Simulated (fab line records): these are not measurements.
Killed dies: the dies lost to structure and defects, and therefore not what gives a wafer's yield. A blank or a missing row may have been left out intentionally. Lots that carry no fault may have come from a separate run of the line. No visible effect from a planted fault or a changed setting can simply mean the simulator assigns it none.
Chamber matching ; flow n5-finfet ; N5_SD_EPI_P_ETCH_36 on rie-diel-03 has 4 sister chambers
The step etches SiARC in CF4, target depth 45.5 nm, time 75.8 s. 22 wafers are shown with their chamber, then 11 later ones without.

## WAFERS, EACH WITH ITS CHAMBER
wafer;chamber;drypump-motor-current-A (A);showerhead-plenum-p-Torr (Torr);throttle-valve-pct (%)
L075.2;3;5.3;2.16;15.64
L075.3;0;5.4;2.14;15.69
L075.6;0;5.4;2.14;15.69
L076.2;1;6.2;2.07;15.76
L076.5;1;6.2;2.07;15.76
L076.6;0;5.4;2.14;15.69
L079.1;3;5.2;2.16;15.66
L079.2;1;6.2;2.06;15.78
L079.4;2;5.5;2.03;15.91
L082.2;1;6.2;2.06;15.79
L082.3;3;5.2;2.15;15.66
L082.6;1;6.2;2.06;15.80
L085.1;3;5.2;2.15;15.69
L085.2;0;5.4;2.13;15.74
L085.3;1;6.2;2.06;15.81
L085.4;0;5.4;2.13;15.73
L085.5;3;5.2;2.15;15.69
L085.6;1;6.2;2.06;15.80
L092.1;0;5.4;2.13;15.76
L092.2;3;5.2;2.15;15.71
L092.4;1;6.2;2.05;15.83
L093.1;1;6.2;2.05;15.83

SIGNATURES (means of the wafers above)
reading;chamber 0;chamber 1;chamber 2;chamber 3;scatter within a chamber
drypump-motor-current-A;5.400;6.200;5.500;5.217;0.0215
showerhead-plenum-p-Torr;2.1350;2.0600;2.0300;2.1533;0.00616
throttle-valve-pct;15.7167;15.7956;15.9100;15.6750;0.0274
Rule: for a wafer and a chamber, the distance is found by dividing, reading by reading, the gap between the wafer's reading and the chamber's mean by the reading's scatter, squaring, summing and taking the root. If the next closest chamber is less than 2 further off than the closest, the wafer can't be placed; otherwise it belongs to the closest. The scatter: take each reading less its chamber's mean, square it, sum over the shown wafers, divide by the number of wafers less the number of chambers, and take the root.

## WAFERS WHOSE CHAMBER IS MISSING
wafer;drypump-motor-current-A (A);showerhead-plenum-p-Torr (Torr);throttle-valve-pct (%)
L093.2;5.5;2.28;15.41
L093.3;5.3;2.13;15.76
L093.4;5.2;2.15;15.72
L093.5;5.5;2.28;15.42
L093.6;5.2;2.15;15.73
L094.1;5.2;2.15;15.72
L094.2;6.2;2.05;15.83
L094.3;5.5;2.28;15.41
L094.4;5.4;2.13;15.78
L094.5;5.6;2.28;15.42
L094.6;6.2;2.05;15.83

## CHAMBER TAKEN BY EACH
wafer;from the rows above;in truth
L093.2;can't be placed: 3 or 0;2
L093.3;can't be placed: 0 or 3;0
L093.4;3;3
L093.5;can't be placed: 3 or 0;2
L093.6;3;3
L094.1;3;3
L094.2;1;1
L094.3;can't be placed: 3 or 0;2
L094.4;0;0
L094.5;can't be placed: 0 or 3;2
L094.6;1;1
Correctly placed: 6 of 11. Unplaceable from these rows: 5, with the true chamber sitting among the candidates in 1. 0 placed wrongly.
